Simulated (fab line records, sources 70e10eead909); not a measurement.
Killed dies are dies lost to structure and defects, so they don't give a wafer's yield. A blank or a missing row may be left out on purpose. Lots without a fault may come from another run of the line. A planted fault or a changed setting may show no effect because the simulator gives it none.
A struck lot beside a sound one | flow nand_harc | 18 steps out of a route of 1302
Sound: wafers L178.1, L178.3, L178.4. Struck: wafers L190.1, L190.2, L190.6. The cause comes at the end.
At each step with rows: each side's tool, then ch and its chambers, then its first start. Under that, the readings that differ: sound wafers | struck wafers | difference of the means | sigmas: that difference in standard deviations of wafers without a fault.
alike: readings whose means differ by less than 2 such deviations, and words and numbers that are the same on both sides. not compared: withheld readings, readings that some wafer has no value for, bounds like >300 that may hide the same value, and numbers for which the record gives no deviation and whose values overlap.
The two part at a step that has a row with sigmas, a row that says differs or no value, or rows on one side only. Numbers that don't overlap but have no deviation are shown without sigmas and don't part them. A reading that every wafer of one side lacks parts them only if that side has two wafers or more.

NHARC_A_CONTACT_ETCH_102: etches the open film in CF4/O2, target depth 100 nm, overetch 10 nm, time 55 s.
  sound on rie_diel-06 ch 0,1,3, day 22 10:14; struck on rie_diel-06 ch 0,1,2, day 27 19:15
  alike: chamber_pressure_mTorr, drypump_motor_current_A, oes_product_au, rf_vpp_V, showerhead_plenum_p_Torr, throttle_valve_pct
  not compared: rf_hours_counter_h
NHARC_A_CONTACT_STRIP_55: strips in O2.
  sound on rie_diel-06 ch 0,1,3; struck on rie_diel-06 ch 0,2
  alike: chamber_pressure_mTorr, drypump_motor_current_A, oes_product_au, rf_vpp_V, showerhead_plenum_p_Torr, throttle_valve_pct
  not compared: rf_hours_counter_h
then, 1 step without rows for these wafers: NHARC_A_CONTACT_STRIP_56 (strips in post etch residue remover, time 600 s).
NHARC_A_CONTACT_DEP_57: deposits aC, target thk 5300 nm.
  sound on acl_dep-02 ch 0, day 22 11:38; struck on acl_dep-02 ch 0, day 27 19:54
  alike: throttle_valve_pct
NHARC_A_CONTACT_DEP_58: deposits SiON, target thk 90 nm.
  sound on pecvd-01 ch 0,1,2, day 22 14:59; struck on pecvd-03 ch 0,2, day 27 23:11
  alike: heater_power_w
then, 7 steps without rows for these wafers: NHARC_A_CONTACT_DEHYDRATE_59 (time 120 s); NHARC_A_CONTACT_HMDS_60 (time 30 s); NHARC_A_CONTACT_COAT_61 (time 75 s); NHARC_A_CONTACT_COAT_62 (time 65 s); NHARC_A_CONTACT_COAT_63 (resist thk 90 nm); NHARC_A_CONTACT_SOFTBAKE_64 (time 55 s); NHARC_A_CONTACT_EBR_65.
NHARC_A_CONTACT_EXPOSE_66: exposes mask A CC 2.
  sound on arfi_scanner-02 ch 0, day 22 15:34; struck on arfi_scanner-01 ch 0, day 27 23:44
  reading              | sound             | struck            | difference | sigmas
  exposure_dose_mJ_cm2 | 58.98 59.04 58.99 | 65.55 65.58 65.60 | +6.57      | +99 or more
  alike: mask
then, 2 steps without rows for these wafers: NHARC_A_CONTACT_PEB_67 (peb time 65 s); NHARC_A_CONTACT_DEVELOP_68 (develop time 35 s).
NHARC_A_CONTACT_CD_MEAS_69: target cd 300 nm.
  sound on cd_sem-02 ch 0, day 22 15:43; struck on cd_sem-03 ch 0, day 27 23:52
  reading    | sound             | struck            | difference | sigmas
  cd_nm (nm) | 300.1 299.9 300.0 | 305.5 305.1 305.9 | +5.5       | +9
NHARC_A_CONTACT_OVL_MEAS_70:
  sound on overlay-01, day 22 15:48; struck on overlay-02, day 27 23:58
  reading           | sound       | struck         | difference | sigmas
  overlay_y_nm (nm) | 0.9 0.6 0.2 | -1.5 -1.3 -1.3 | -1.9       | -2
  alike: overlay_x_nm
-- the record jumps here: 2 days lie between the struck wafers' starts before and after (it left off in module A_CONTACT and takes up again in module END, whose first step shown is number 1302 of the route) --
NHARC_END_SORT_01:
  the record has rows for the struck wafers here (prober-01 ch 0, day 30 09:59) and none for the sound ones

WHERE THEY PART
First at NHARC_A_CONTACT_EXPOSE_66; last, within this record, at NHARC_END_SORT_01.

WHY: what the simulator had put in
Process parameter drift: arfi_scanner-01, from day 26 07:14 on, at NHARC_A_CONTACT_EXPOSE_66. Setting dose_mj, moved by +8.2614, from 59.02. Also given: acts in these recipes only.
